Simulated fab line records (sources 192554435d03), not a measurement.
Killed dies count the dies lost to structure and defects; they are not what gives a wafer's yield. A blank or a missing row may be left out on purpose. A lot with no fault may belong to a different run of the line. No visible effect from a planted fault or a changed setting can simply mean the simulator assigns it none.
Which tool was responsible? | flow n5 finfet | 10 lots, 29 wafers sampled, at 5 steps of a route of 1938

== WHAT EACH GAUGE READ, for each wafer ==
The record holds no reading of a measuring or inspecting step that can be judged against a usual standard deviation.

== EACH LOT AND THE TOOL THAT RAN IT (in order: tool; ch and the chambers of the sampled wafers; start) ==
lot  | N5_BEOL_M2_ETCH_41                | N5_PASSIVATION_PRE_CLEAN_19  | N5_PASSIVATION_STRIP_34            | N5_PASSIVATION_DESCUM_46           | N5_PASSIVATION_PROBE_49
L325 | rie diel-02 ch 1,2,3, day 7 00:34 | pvd sputter-03, day 12 03:51 | rie diel-02 ch 1,2,3, day 12 05:27 | rie diel-06 ch 0,1,2, day 12 06:43 | prober-01, day 12 09:45
L326 | rie diel-03 ch 0,2,3, day 7 03:02 | pvd sputter-02, day 12 08:43 | rie diel-03 ch 0,2, day 12 10:08   | rie diel-06 ch 0,1,3, day 12 11:16 | prober-02, day 12 14:34
L327 | rie diel-02 ch 0,1, day 7 08:46   | pvd sputter-03, day 12 13:23 | rie diel-02 ch 1,2,3, day 12 14:49 | rie diel-06 ch 2,3, day 12 16:11   | prober-01, day 12 19:14
L331 | rie diel-02 ch 0,3, day 8 16:37   | pvd sputter-01, day 13 23:52 | rie diel-03 ch 0,1,3, day 14 01:20 | rie diel-02 ch 0,1,3, day 14 02:36 | prober-02, day 14 05:47
L332 | rie diel-02 ch 0,2,3, day 8 19:27 | pvd sputter-03, day 13 23:56 | rie diel-06 ch 2,3, day 14 01:22   | rie diel-03 ch 0,1,3, day 14 02:58 | prober-01, day 14 06:01
L339 | rie diel-03 ch 2,3, day 10 14:46  | pvd sputter-01, day 16 01:17 | rie diel-06 ch 2,3, day 16 02:46   | rie diel-03 ch 0,2,3, day 16 03:56 | prober-01, day 16 06:59
L340 | rie diel-03 ch 1, day 10 18:34    | pvd sputter-01, day 16 02:01 | rie diel-02 ch 0,2, day 16 03:20   | rie diel-02 ch 0,2, day 16 05:07   | prober-01, day 16 09:04
L344 | rie diel-02 ch 1,2, day 12 04:04  | pvd sputter-02, day 17 08:32 | rie diel-06 ch 1,2,3, day 17 09:58 | rie diel-03 ch 0,1, day 17 11:13   | prober-01, day 17 14:22
L345 | rie diel-06 ch 1,2, day 12 04:06  | pvd sputter-03, day 17 15:21 | rie diel-06 ch 0,2,3, day 17 16:40 | rie diel-02 ch 0,1,2, day 17 17:52 | prober-01, day 17 21:02
L346 | rie diel-02 ch 0,2, day 12 04:34  | pvd sputter-01, day 17 19:31 | rie diel-02 ch 0,2, day 17 20:53   | rie diel-02 ch 2,3, day 17 22:10   | prober-02, day 18 01:13
- N5_BEOL_M2_ETCH_41: etches SiCN in CH3F/O2, target depth 29.9 nm, time 52.5 s.
- N5_PASSIVATION_PRE_CLEAN_19
- N5_PASSIVATION_STRIP_34: strips in O2.
- N5_PASSIVATION_DESCUM_46: chemistry O2, time 7.9 s.
- N5_PASSIVATION_PROBE_49

== WHAT THE TOOLS THEMSELVES READ (means of the sampled wafers that have a number; where no wafer has one, the mark that the record gives instead) ==
N5_BEOL_M2_ETCH_41. Usual: drypump motor current A 5.6 A, standard deviation 0.43; mfc ar sccm 150.0 sccm, standard deviation 0.49; oes product au 0.81 a.u., standard deviation 0.082; rf vpp V 297.4 V, standard deviation 1.3; showerhead plenum p Torr 2.01 Torr, standard deviation 0.06; throttle valve pct 16.36 %, standard deviation 0.24.
lot  | tool        | drypump motor current A (A) | mfc ar sccm (sccm) | oes product au (a.u.) | rf vpp V (V) | showerhead plenum p Torr (Torr) | throttle valve pct (%) | flag
L325 | rie diel-02 | 5.7                         | 149.6              | 0.84                  | 296.8        | 2.00                            | 16.31                  |
L326 | rie diel-03 | 5.7                         | 149.7              | 0.79                  | 297.2        | 2.00                            | 16.30                  |
L327 | rie diel-02 | 5.5                         | 150.0              | 0.91                  | 297.4        | 1.98                            | 16.25                  |
L331 | rie diel-02 | 5.1                         | 150.0              | 0.87                  | 298.4        | 2.01                            | 16.25                  |
L332 | rie diel-02 | 5.3                         | 150.2              | 0.88                  | 296.7        | 1.99                            | 16.27                  |
L339 | rie diel-03 | 6.0                         | 150.1              | 0.79                  | 298.1        | 2.04                            | 16.25                  |
L340 | rie diel-03 | 6.2                         | 150.2              | 0.70                  | 296.6        | 1.98                            | 16.91                  |
L344 | rie diel-02 | 5.9                         | 150.1              | 0.79                  | 297.1        | 1.96                            | 16.43                  |
L345 | rie diel-06 | 5.4                         | 150.3              | 0.75                  | 299.4        | 2.09                            | 16.46                  |
L346 | rie diel-02 | 5.5                         | 149.8              | 0.85                  | 295.8        | 1.95                            | 16.38                  |

N5_PASSIVATION_PRE_CLEAN_19. Usual: heater power w 464 W, standard deviation 49.
lot  | tool           | heater power w (W) | flag
L325 | pvd sputter-03 | 422                |
L326 | pvd sputter-02 | 471                |
L327 | pvd sputter-03 | 411                |
L331 | pvd sputter-01 | 522                |
L332 | pvd sputter-03 | 412                |
L339 | pvd sputter-01 | 478                |
L340 | pvd sputter-01 | 516                |
L344 | pvd sputter-02 | 474                |
L345 | pvd sputter-03 | 440                |
L346 | pvd sputter-01 | 479                |

N5_PASSIVATION_STRIP_34. Usual: drypump motor current A 5.5 A, standard deviation 0.43; oes product au 0.81 a.u., standard deviation 0.076; rf vpp V 3.6 V, standard deviation 1.5; showerhead plenum p Torr 2.10 Torr, standard deviation 0.062; throttle valve pct 16.64 %, standard deviation 0.23.
lot  | tool        | drypump motor current A (A) | oes product au (a.u.) | rf vpp V (V) | showerhead plenum p Torr (Torr) | throttle valve pct (%) | flag
L325 | rie diel-02 | 5.7                         | 0.78                  | 3.2          | 2.08                            | 16.78                  |
L326 | rie diel-03 | 5.4                         | 0.90                  | 2.9          | 2.20                            | 16.47                  |
L327 | rie diel-02 | 5.7                         | 0.78                  | 3.2          | 2.08                            | 16.76                  |
L331 | rie diel-03 | 5.9                         | 0.88                  | 2.5          | 2.13                            | 16.60                  |
L332 | rie diel-06 | 5.1                         | 0.85                  | 5.8          | 2.09                            | 16.59                  |
L339 | rie diel-06 | 5.1                         | 0.84                  | 3.7          | 2.08                            | 16.64                  |
L340 | rie diel-02 | 5.5                         | 0.80                  | 2.4          | 2.04                            | 16.70                  |
L344 | rie diel-06 | 5.2                         | 0.87                  | 3.7          | 2.12                            | 16.54                  |
L345 | rie diel-06 | 5.4                         | 0.83                  | 3.6          | 2.09                            | 16.49                  |
L346 | rie diel-02 | 5.4                         | 0.80                  | 4.2          | 2.02                            | 16.70                  |

N5_PASSIVATION_DESCUM_46. Usual: drypump motor current A 5.5 A, standard deviation 0.42; oes product au 0.79 a.u., standard deviation 0.077; rf vpp V 243.2 V, standard deviation 1.3; showerhead plenum p Torr 2.09 Torr, standard deviation 0.062; throttle valve pct 20.45 %, standard deviation 0.24.
lot  | tool        | drypump motor current A (A) | oes product au (a.u.) | rf vpp V (V) | showerhead plenum p Torr (Torr) | throttle valve pct (%) | flag
L325 | rie diel-06 | 5.5                         | 0.74                  | 243.4        | 2.14                            | 20.40                  |
L326 | rie diel-06 | 5.4                         | 0.74                  | 242.6        | 2.08                            | 20.59                  |
L327 | rie diel-06 | 5.2                         | 0.87                  | 243.7        | 2.14                            | 20.15                  |
L331 | rie diel-02 | 5.5                         | 0.77                  | 243.0        | 2.07                            | 20.47                  |
L332 | rie diel-03 | 5.9                         | 0.87                  | 243.8        | 2.13                            | 20.39                  |
L339 | rie diel-03 | 5.7                         | 0.79                  | 244.6        | 2.15                            | 20.34                  |
L340 | rie diel-02 | 5.5                         | 0.80                  | 242.7        | 2.02                            | 20.55                  |
L344 | rie diel-03 | 5.7                         | 0.87                  | 244.4        | 2.15                            | 20.32                  |
L345 | rie diel-02 | 5.7                         | 0.76                  | 242.4        | 2.04                            | 20.56                  |
L346 | rie diel-02 | 5.5                         | 0.77                  | 242.3        | 2.05                            | 20.65                  |

N5_PASSIVATION_PROBE_49. Usual: defect limited yield 91.0 %, standard deviation 1.4; killed_at_M0_to_M3 35, standard deviation 10; killed_at_M4_up 13, standard deviation 6; killed at contacts 13, standard deviation 6.4; killed at front end 42, standard deviation 12; killed at other 3.2, standard deviation 2.4; killed dies 107, standard deviation 17; killed open 69, standard deviation 13; killed short 33, standard deviation 7.3; sort_bin_5_function 5.3 %, standard deviation 0.92; sort_bin_6_memory 3.3 %, standard deviation 0.66; sort_bin_8_speed 0.00 %, standard deviation 0.035; sort n pass 1073, standard deviation 17; sort yield pct 90.9 %, standard deviation 1.4.
lot  | tool      | defect limited yield (%) | killed_at_M0_to_M3 | killed_at_M4_up | killed at contacts | killed at front end | killed at other | killed dies | killed open | killed short | sort_bin_5_function (%) | sort_bin_6_memory (%) | sort_bin_8_speed (%) | sort n pass | sort yield pct (%) | flag
L325 | prober-01 | 91.1                     | 30                 | 12              | 16                 | 41                  | 6.3             | 105         | 57          | 40           | 5.1                     | 3.3                   | 0.00                 | 1075        | 91.1               |
L326 | prober-02 | 89.8                     | 52                 | 8               | 14                 | 43                  | 4.3             | 121         | 71          | 43           | 5.8                     | 3.9                   | 0.08                 | 1058        | 89.7               |
L327 | prober-01 | 90.7                     | 32                 | 22              | 6                  | 46                  | 3.0             | 110         | 71          | 33           | 5.4                     | 3.4                   | 0.00                 | 1070        | 90.7               |
L331 | prober-02 | 91.5                     | 38                 | 12              | 8                  | 39                  | 3.7             | 101         | 58          | 34           | 4.9                     | 3.1                   | 0.00                 | 1079        | 91.5               |
L332 | prober-01 | 87.0                     | 82                 | 16              | 14                 | 36                  | 5.3             | 153         | 67          | 33           | 7.7                     | 3.8                   | 0.00                 | 1027        | 87.0               | OFF
L339 | prober-01 | 89.9                     | 28                 | 18              | 11                 | 60                  | 2.7             | 119         | 80          | 33           | 6.1                     | 3.6                   | 0.00                 | 1061        | 89.9               |
L340 | prober-01 | 91.7                     | 36                 | 16              | 12                 | 28                  | 5.5             | 98          | 68          | 28           | 5.0                     | 3.2                   | 0.00                 | 1082        | 91.7               |
L344 | prober-01 | 91.1                     | 44                 | 13              | 9                  | 33                  | 5.0             | 104         | 70          | 32           | 4.9                     | 3.5                   | 0.00                 | 1076        | 91.1               |
L345 | prober-01 | 91.0                     | 36                 | 11              | 18                 | 41                  | 1.0             | 106         | 70          | 34           | 5.4                     | 3.3                   | 0.00                 | 1074        | 91.0               |
L346 | prober-02 | 92.3                     | 33                 | 9               | 16                 | 30                  | 3.3             | 91          | 61          | 29           | 4.3                     | 2.9                   | 0.00                 | 1089        | 92.3               |

== THE ANSWER, worked out from the rows above alone ==
Rule: a lot is off if the mean of its wafers that have a number lies more than 3 standard deviations from the usual mean. Also off: a lot with no number at a reading for which 4 or more lots have one. Where the step has rows for the other lots, those lots are counted as sound. First the gauges in route order, then the tools' own readings, where a lot's mean is used as printed above. At the first step where some lot is off, the reading lying furthest off is the one used; lots without a number count as furthest.
Off, at N5_PASSIVATION_PROBE_49 on killed_at_M0_to_M3: L332.
If a tool, at that step or one of the process steps before it, ran each lot that is off and ran no sound lot following the first of them, it fits. No candidate that was tried fits.

== WHAT WAS PUT IN BY THE SIMULATOR ==
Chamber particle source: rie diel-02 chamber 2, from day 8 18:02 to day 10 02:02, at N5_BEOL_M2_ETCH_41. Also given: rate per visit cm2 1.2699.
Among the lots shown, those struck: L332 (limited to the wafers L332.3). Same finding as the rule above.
